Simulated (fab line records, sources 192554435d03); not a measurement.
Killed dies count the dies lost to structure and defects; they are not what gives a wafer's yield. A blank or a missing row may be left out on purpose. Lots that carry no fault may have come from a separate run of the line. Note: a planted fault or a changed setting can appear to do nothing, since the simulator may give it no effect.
8D (eight disciplines) problem report, filled in by code	flow n5Finfet	the parts of the form that need people (team, actions taken, sign-off) are left out

1. WHAT IS WRONG
At N5_BEOL_M11_ETCH_66, runLengthS averages 237.2 s over 3 wafers from 3 lots, while fault-free wafers read 203.5 s, standard deviation 0.39. That is +86 standard deviations from the usual mean.
The step: etches SOC in N2/H2, target depth 120 nm, overetch 24 nm, time 180 s.
First observed at day 15 05:04: wafer L599.1, on rieDiel-02. Wafers with a number at this step in the record: 19, from 7 lots. Rule for "out", or "out of limits": more than 4 standard deviations from the usual mean. Any other wafer with a number is counted as sound.

2. WHAT IT IS, AND WHAT IT ISN'T
question	is	is not
which readings at this step	runLengthS	drypumpMotorCurrentA, rfVppV, showerheadPlenumPTorr, tempC, throttleValvePct
which lots	L599, L601, L603	L584, L591, L595, L604
which wafers of those lots	L599.1, L601.6, L603.1	L599.3, L599.5, L601.5, L603.5
read on which tools	rieDiel-02	rieDiel-04, rieDiel-05
when	from day 15 05:04	up to then (11 sound wafers); but 5 sound wafers of L601, L603, L604 came after

3. SUSPECTS, AND WHAT RULES EACH OUT
Counting: any tool at a process step up to the reading remains a suspect provided it ran every lot that is out. Sound lots after the first of them don't rule it out here, since some wafers of a struck lot are sound.
- rieDiel-02 at N5_BEOL_M11_DESCUM_33 (chemistry O2, time 7.9 s): kept. Every lot that is out went through it, the first being L599 (day 15 04:59); the last sound lot it ran before that was L591 (day 13 01:45).
- rieDiel-02 at N5_BEOL_M11_ETCH_65 (etches SiARC in CF4, target depth 39 nm, time 65 s): kept. Every lot that is out went through it, the first being L599 (day 15 05:01); the last sound lot it ran before that was L591 (day 13 01:47).
- rieDiel-02 at N5_BEOL_M11_ETCH_66 (etches SOC in N2/H2, target depth 120 nm, overetch 24 nm, time 180 s): kept. Every lot that is out went through it, the first being L599 (day 15 05:04); the last sound lot it ran before that was L591 (day 13 01:50). On those wafers its own readings are out: runLengthS.
After the count, these remain: rieDiel-02 at N5_BEOL_M11_DESCUM_33, rieDiel-02 at N5_BEOL_M11_ETCH_65 and rieDiel-02 at N5_BEOL_M11_ETCH_66.

4. THE CAUSE (what the simulator had put in)
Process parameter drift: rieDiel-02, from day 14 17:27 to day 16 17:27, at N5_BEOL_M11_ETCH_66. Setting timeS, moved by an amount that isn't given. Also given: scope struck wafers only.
This tool is one of the 3 suspects left after counting.

5. THE EFFECT CHAIN, in route order
Rows list readings where the struck wafers' mean (over those with a number) sits beyond 3 standard deviations from the usual. Readings are gone through only where the record gives a usual standard deviation; hours: the median, over the lots, of the time from a lot's start at the first step in this table giving one to that lot's start at this step; sigmas: the change measured in usual standard deviations.
hours	step	reading	usual	on struck wafers	change	sigmas
0	N5_BEOL_M11_ETCH_66	runLengthS	203.5 s	237.2	+33.7	+86
Here are the process steps it includes:
- N5_BEOL_M11_ETCH_66: etches SOC in N2/H2, target depth 120 nm, overetch 24 nm, time 180 s.

6. WHAT WOULD HAVE CAUGHT IT SOONER
The fault began at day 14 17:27; the first out-of-limits reading in this record came at day 15 05:04, 12 hours later.
